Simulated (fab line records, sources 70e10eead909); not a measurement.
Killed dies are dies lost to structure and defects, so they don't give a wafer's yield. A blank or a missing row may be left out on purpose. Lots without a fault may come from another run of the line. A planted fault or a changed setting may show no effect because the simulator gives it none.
fab line records | flow nand_harc
record lots=14 wafers=42 last_day=33
route steps=1302 shown A_CHANNEL_FILL_D1@513 A_DECK1_JOINT@527 A_ONON_D2@551 A_CHANNEL_HOLE_D2@570 END@1302
lots that met no fault: from a run of the same line without faults
start_h: hours from the record's first day to the start of the lot's first wafer shown | wait_h: hours since the lot's step before | " the same as in the row above | L1.1+2: a row that stands for several wafers | - no value, or no start given | * or withheld: withheld | < > ~ a bound
route shown NAME@n: a module of which the file shows steps, and the number in the route of the first | usual: mean/standard deviation of fault-free wafers | same: alike in all rows | chamber/n: place in a boat | sites: the reading at each site | _std_site: their standard deviation | _edge_site: outer sites' mean less inner sites' | radius_mm: how far each site lies from the wafer's centre | mask NAME#n: copy n | behind: the tool/chamber that last shaped the wafer | hold: why the lot was held/for how many hours/how that ended | device: the transistor (n, p or np) that didn't switch | end of line: the same wafers' tests at the end of the route | a step without rows: its recipe alone | killed: dies lost to structure and defects at the first sort, not the wafer's yield | map: a wafer's dies, x killed, . not, _ none there
set.NAME: the setting as run; set.NAME@STEP: as run at that earlier step | model.NAME: the simulator's own value behind a step, which no gauge read
steps of the route over a sample of lots; a table a step, a row a wafer
services: from which hour (start_h, from the record's first day; less than 0 if before it) a tool's chamber was out of use, for how many hours, and why
## steps
# step NHARC_A_CHANNEL_FILL_D1_CMP_10
# recipe target_thk_nm=150
# usual motor_current_A=12.7/1.2 time_to_endpoint_s=16/3.1
# columns lot.wafer tool chamber start_h wait_h motor_current_A time_to_endpoint_s
L964.2 cmp-01 3 243.07 0.4 11.9 16
L964.4 " 0 " " 15.8 12
L964.6 " 1 " " 12.2 16
L966.3 cmp-03 3 255.78 0.4 11.6 14
L966.2 " 0 " " 12.5 16
L966.5 " 2 " " 11.6 12
L967.4 cmp-03 2 268.74 0.4 12.8 12
L967.1 " 0 " " 12.2 12
L967.3 " 1 " " 13.3 11
L969.2 cmp-01 3 282.91 0.4 13.0 18
L969.5 " 1 " " 12.0 17
L969.6 " 2 " " 12.8 17
L970.1 cmp-03 1 303.51 0.4 13.1 14
L970.2 " 2 " " 12.7 14
L970.3 " 3 " " 11.2 14
L972.2 cmp-02 0 330.13 0.4 12.7 14
L972.4 " 2 " " 11.1 15
L972.6 " 0 " " 11.9 14
L974.1 cmp-01 0 341.48 0.4 15.8 15
L974.3 " 1 " " 12.7 17
L974.6 " 1 " " 12.5 18
L979.2 cmp-01 3 391.14 0.4 12.0 18
L979.4 " 0 " " 15.9 14
L979.6 " 3 " " 12.4 20
L981.2 cmp-02 1 409.56 0.4 14.1 17
L981.5 " 0 " " 11.9 18
L981.6 " 1 " " 14.8 17
L982.1 cmp-03 3 420.84 0.4 11.8 10
L982.3 " 0 " " 12.7 13
L982.5 " 0 " " 13.7 13
L984.3 cmp-01 1 442.88 0.4 12.1 16
L984.6 " 2 " " 13.3 18
L984.5 " 3 " " 12.2 16
L985.1 cmp-02 2 447.14 0.4 11.2 23
L985.2 " 0 " " 12.5 22
L985.6 " 2 " " 10.7 21
L986.2 cmp-01 0 461.98 0.4 15.0 12
L986.6 " 0 " " 14.8 11
L986.5 " 1 " " 12.5 15
L987.4 cmp-03 0 462.03 0.4 12.7 15
L987.3 " 1 " " 12.8 14
L987.6 " 2 " " 12.6 12
# step NHARC_A_DECK1_JOINT_CMP_13
# recipe target_thk_nm=51.023
# usual motor_current_A=12.6/1.1 time_to_endpoint_s=9.1/2.8
# columns lot.wafer tool chamber start_h wait_h motor_current_A time_to_endpoint_s
L964.2 cmp-04 1 253.77 0.4 12.7 10.5
L964.4 " 3 " " 12.3 3.9
L964.6 " 2 " " 12.3 3.9
L966.2 cmp-01 3 266.36 0.4 12.4 11.3
L966.3 " 0 " " 15.1 5.7
L966.5 " 2 " " 13.1 12.6
L967.4 cmp-04 0 279.55 0.4 12.2 14.9
L967.3 " 1 " " 12.4 15.2
L967.1 " 2 " " 13.1 9.6
L969.2 cmp-01 1 293.51 0.4 12.8 8.8
L969.6 " 3 " " 12.3 6.7
L969.5 " 0 " " 14.9 5.7
L970.2 cmp-03 3 314.32 0.4 11.3 6.5
L970.1 " 0 " " 12.8 7.5
L970.3 " 1 " " 12.7 5.3
L972.4 cmp-03 0 340.97 0.4 12.3 6.5
L972.2 " 1 " " 12.0 6.6
L972.6 " 3 " " 11.1 6.9
L974.3 cmp-01 1 352.09 0.4 12.4 8.3
L974.1 " 3 " " 11.9 8.8
L974.6 " 1 " " 12.2 6.6
L979.2 cmp-01 0 404.30 0.4 15.4 6.6
L979.4 " 1 " " 11.9 11.3
L979.6 " 0 " " 14.4 6.7
L981.2 cmp-01 3 420.35 0.4 11.4 7.5
L981.5 " 1 " " 12.4 7.4
L981.6 " 2 " " 14.0 11.7
L982.3 cmp-04 2 431.39 0.4 13.0 3.6
L982.1 " 0 " " 10.8 11.7
L982.5 " 2 " " 12.4 7.2
L984.3 cmp-01 0 453.61 0.4 15.4 6.0
L984.6 " 3 " " 11.5 8.8
L984.5 " 0 " " 14.9 6.2
L985.1 cmp-04 3 457.77 0.4 11.4 3.2
L985.2 " 2 " " 12.7 8.2
L985.6 " 0 " " 11.6 7.6
L987.4 cmp-03 3 472.77 0.4 11.6 11.0
L987.3 " 0 " " 13.1 9.3
L987.6 " 3 " " 11.3 7.5
L986.2 cmp-01 3 472.79 0.4 11.4 9.8
L986.5 " 1 " " 12.6 8.1
L986.6 " 2 " " 14.0 11.8
# step NHARC_A_ONON_D2_DEP_09
# recipe target_thk_a=10000 n2_flow_sccm=2750 n2o_flow_sccm=2000 nh3_flow_sccm=500 sih4_flow_sccm=210 temp_c=400
# columns lot.wafer tool chamber start_h wait_h
L964.2+4+6 pecvd_onon-04 0 278.97 0.1
L966.2+3+5 pecvd_onon-03 0 289.05 0.1
L967.1+3+4 pecvd_onon-02 0 304.39 0.1
L969.2+5+6 pecvd_onon-03 0 324.27 0.1
L970.1+2+3 pecvd_onon-04 0 346.44 0.1
L972.2+4+6 pecvd_onon-02 0 362.83 0.1
L974.1+3+6 pecvd_onon-03 0 380.95 0.1
L979.2+4+6 pecvd_onon-04 0 433.36 0.1
L981.2+5+6 pecvd_onon-04 0 449.50 0.1
L982.1+3+5 pecvd_onon-04 0 457.84 0.1
L984.3+5+6 pecvd_onon-02 0 480.93 0.2
L985.1+2+6 pecvd_onon-02 0 485.69 0.1
L986.2+5+6 pecvd_onon-03 0 498.18 0.1
L987.3+4+6 pecvd_onon-02 0 498.41 0.2
# step NHARC_A_ONON_D2_THK_MEAS_11
# recipe thk_meas_gauge=ellipsometry
# usual thk_nm=998/11
# columns lot.wafer tool chamber start_h wait_h thk_nm
L964.2 film_metro-01 - 279.43 - 1007
L964.4 " - " " 1005
L964.6 " - " " 1008
L966.2 film_metro-02 - 289.50 - 987
L966.3 " - " " 989
L966.5 " - " " 987
L967.1 film_metro-02 - 304.90 - 1005
L967.3 " - " " 1004
L967.4 " - " " 1005
L969.2 film_metro-01 - 324.72 - 1004
L969.5 " - " " 1007
L969.6 " - " " 1003
L970.1 film_metro-01 - 346.95 - 994
L970.2 " - " " 995
L970.3 " - " " 995
L972.2 film_metro-02 - 363.29 - 973
L972.4 " - " " 972
L972.6 " - " " 973
L974.1 film_metro-01 - 381.46 - 990
L974.3 " - " " 990
L974.6 " - " " 991
L979.2 film_metro-01 - 433.82 - 1001
L979.4 " - " " 1000
L979.6 " - " " 997
L981.2 film_metro-02 - 449.95 - 1589
L981.5 " - " " 1590
L981.6 " - " " 1590
L982.1 film_metro-02 - 458.36 - 1616
L982.3 " - " " 1617
L982.5 " - " " 1615
L984.3 film_metro-02 - 481.33 - 1001
L984.5 " - " " 1002
L984.6 " - " " 1002
L985.1 film_metro-02 - 486.20 - 1007
L985.2 " - " " 1008
L985.6 " - " " 1007
L986.2 film_metro-01 - 498.64 - 985
L986.5 " - " " 983
L986.6 " - " " 983
L987.3 film_metro-02 - 498.80 - 979
L987.4 " - " " 978
L987.6 " - " " 978
# step NHARC_A_CHANNEL_HOLE_D2_DEP_00
# recipe target_thk_a=31000 temp_c=400 material=aC
# usual throttle_valve_pct=35.001/0.0085
# columns lot.wafer tool chamber start_h wait_h throttle_valve_pct
L964.2 acl_dep-03 0 290.77 0.4 35.012
L964.4 " 0 " " 35.004
L964.6 " 0 " " 35.009
L966.2 acl_dep-02 0 302.41 1.5 35.005
L966.3 " 0 " " 34.982
L966.5 " 0 " " 34.997
L967.1 acl_dep-03 0 319.42 0.9 35.001
L967.3 " 0 " " 35.007
L967.4 " 0 " " 35.000
L969.2 acl_dep-01 0 336.37 0.4 35.001
L969.5 " 0 " " 35.014
L969.6 " 0 " " 34.996
L970.1 acl_dep-02 0 359.58 1.3 35.002
L970.2 " 0 " " 34.998
L970.3 " 0 " " 34.991
L972.2 acl_dep-03 0 377.04 0.6 34.998
L972.4 " 0 " " 35.011
L972.6 " 0 " " 35.000
L974.1 acl_dep-03 0 392.21 0.1 35.007
L974.3 " 0 " " 34.994
L974.6 " 0 " " 35.006
L979.2 acl_dep-01 0 448.22 3.6 34.993
L979.4 " 0 " " 35.010
L979.6 " 0 " " 35.000
L985.1 acl_dep-03 0 497.72 0.7 34.997
L985.2 " 0 " " 35.013
L985.6 " 0 499.32 2.3 34.989
L984.3 acl_dep-02 0 498.07 1.2 34.999
L984.5 " 0 " " 35.001
L984.6 " 0 " " 35.000
L987.3 acl_dep-02 0 510.19 0.7 34.990
L987.4 " 0 " " 35.005
L987.6 " 0 " " 35.007
L986.2 acl_dep-01 0 511.50 1.8 35.003
L986.5 " 0 " " 35.014
L986.6 " 0 " " 34.988
# step NHARC_END_SORT_01
# recipe temp_c=25
# usual killed_at_array=55/12 killed_at_other=1.0/1.2 killed_at_periphery=3.9/2.6 killed_dies=60/12 killed_open=3.3/1.9 killed_short=2.5/1.8
# same gross_dies=677
# columns lot.wafer tool chamber start_h wait_h killed_at_array killed_at_other killed_at_periphery killed_dies killed_open killed_short
L982.1 prober-02 0 729.22 2.5 673 0 4 677 2 1
L982.3 prober-02 0 730.82 3.1 671 0 6 677 2 3
L982.5 prober-02 0 732.43 3.7 673 0 4 677 2 4
L981.2 prober-01 0 732.65 2.8 674 0 3 677 5 0
L981.5 prober-01 0 735.07 3.7 672 1 4 677 4 1
L981.6 prober-01 0 735.88 4.0 669 0 8 677 4 0
# killed by level:class
L982.1 A_ONON_D2:area_dep=626 A_SLIT:chamber_film_flake=27 A_CHANNEL_HOLE_D1:chamber_film_flake=10 A_STAIRCASE:chamber_film_flake=3 A_CONTACT:chamber_film_flake=3 P_M1:geometric_particle:open=1 A_ONON_D1:geometric_particle:open=1 A_CHANNEL_FILL_D1:geometric_particle:short=1
L982.3 A_ONON_D2:area_dep=616 A_SLIT:chamber_film_flake=31 A_CHANNEL_HOLE_D1:chamber_film_flake=10 A_STAIRCASE:chamber_film_flake=4 P_CONTACT:chamber_film_flake=2 P_M1:chamber_film_flake=2 A_DECK1_JOINT:chamber_film_flake=2 A_CONTACT:chamber_film_flake=2
L982.5 A_ONON_D2:area_dep=626 A_SLIT:chamber_film_flake=26 A_CHANNEL_HOLE_D1:chamber_film_flake=6 A_CONTACT:chamber_film_flake=4 A_STAIRCASE:chamber_film_flake=3 A_ONON_D1:geometric_particle:open=2 A_CHANNEL_FILL_D2:geometric_particle:short=2 A_WL_FILL:chamber_film_flake=2
L981.2 A_ONON_D2:area_dep=622 A_SLIT:chamber_film_flake=30 A_CHANNEL_HOLE_D1:chamber_film_flake=11 P_STI:chamber_film_flake=3 A_CONTACT:chamber_film_flake=3 A_CHANNEL_FILL_D1:chamber_film_flake=2 A_ONON_D1:geometric_particle:open=1 A_CHANNEL_FILL_D1:geometric_particle:open=1
L981.5 A_ONON_D2:area_dep=614 A_SLIT:chamber_film_flake=35 A_CHANNEL_HOLE_D1:chamber_film_flake=10 A_STAIRCASE:chamber_film_flake=3 A_CONTACT:chamber_film_flake=3 A_M0:geometric_particle:open=2 P_GATE:chamber_film_flake=2 A_WL_FILL:chamber_film_flake=2
L981.6 A_ONON_D2:area_dep=617 A_SLIT:chamber_film_flake=33 A_CHANNEL_HOLE_D1:chamber_film_flake=11 A_CONTACT:chamber_film_flake=5 P_STI:chamber_film_flake=4 P_M0:geometric_particle:open=2 A_STAIRCASE:chamber_film_flake=2 P_CONTACT:geometric_particle:open=1
## services
# columns tool chamber start_h hours kind
pecvd_onon-03 - 227.00 13.0 pm
cmp-01 - 231.10 5.9 repair
acl_dep-02 - 242.23 13.0 pm
cmp-03 - 260.00 4.0 pm
cmp-01 - 283.41 0.8 repair
acl_dep-03 - 302.83 13.0 pm
cmp-04 - 307.47 4.0 pm
pecvd_onon-04 - 311.52 13.0 pm
cmp-01 - 314.19 4.7 repair
cmp-04 - 332.34 18.0 repair
cmp-03 - 358.00 4.0 pm
pecvd_onon-02 - 366.03 13.0 pm
cmp-01 - 382.19 4.0 pm
cmp-03 - 387.27 10.0 repair
cmp-01 - 396.42 3.5 repair
acl_dep-03 - 428.14 0.9 repair
cmp-03 - 435.39 1.8 repair
cmp-03 - 456.00 4.0 pm
cmp-03 - 467.05 1.7 repair
cmp-01 - 480.19 4.0 pm
pecvd_onon-04 - 481.16 3.3 repair
acl_dep-03 - 484.72 13.0 pm
pecvd_onon-04 - 492.52 13.0 pm
cmp-01 - 503.24 1.3 repair
## key
first_sign step=NHARC_A_ONON_D2_THK_MEAS_11 reading=thk_nm direction=up sigmas=58 usual=998 struck=1603
effect step=NHARC_END_SORT_01 reading=killed_dies direction=up sigmas=52 usual=60 struck=677
more_kills_born_at NHARC_A_ONON_D2_DEP_09@pecvd_onon-04=3721
met_at NHARC_A_ONON_D2_DEP_09
struck_lots L981,L982
later_rows_left_out L981.2,L981.5,L981.6,L982.1,L982.3,L982.5
tester_left_out L981,L982
not_acting_at NHARC_A_CHANNEL_FILL_D1_CMP_10,NHARC_A_DECK1_JOINT_CMP_13,NHARC_A_CHANNEL_HOLE_D2_DEP_00
onset_between 433.36 449.50
fault kind=process_parameter_drift tool=pecvd_onon-04 chamber=- onset_h=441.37 steps=NHARC_A_ONON_D2_DEP_09 channel=target_thk_a offset=* shape=step end_h=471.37 acts_in=* stated=*
# tester_left_out: of these lots the tester's yield and bins aren't shown, on N5 and GAA mostly nor the transistor test; their killed dies are dies lost to structure and defects alone, not to doping, threshold or leakage, so they don't give the yield
# later_rows_left_out: the simulator's readings of these wafers behind a module that went badly wrong aren't trusted and aren't shown, but for the sort
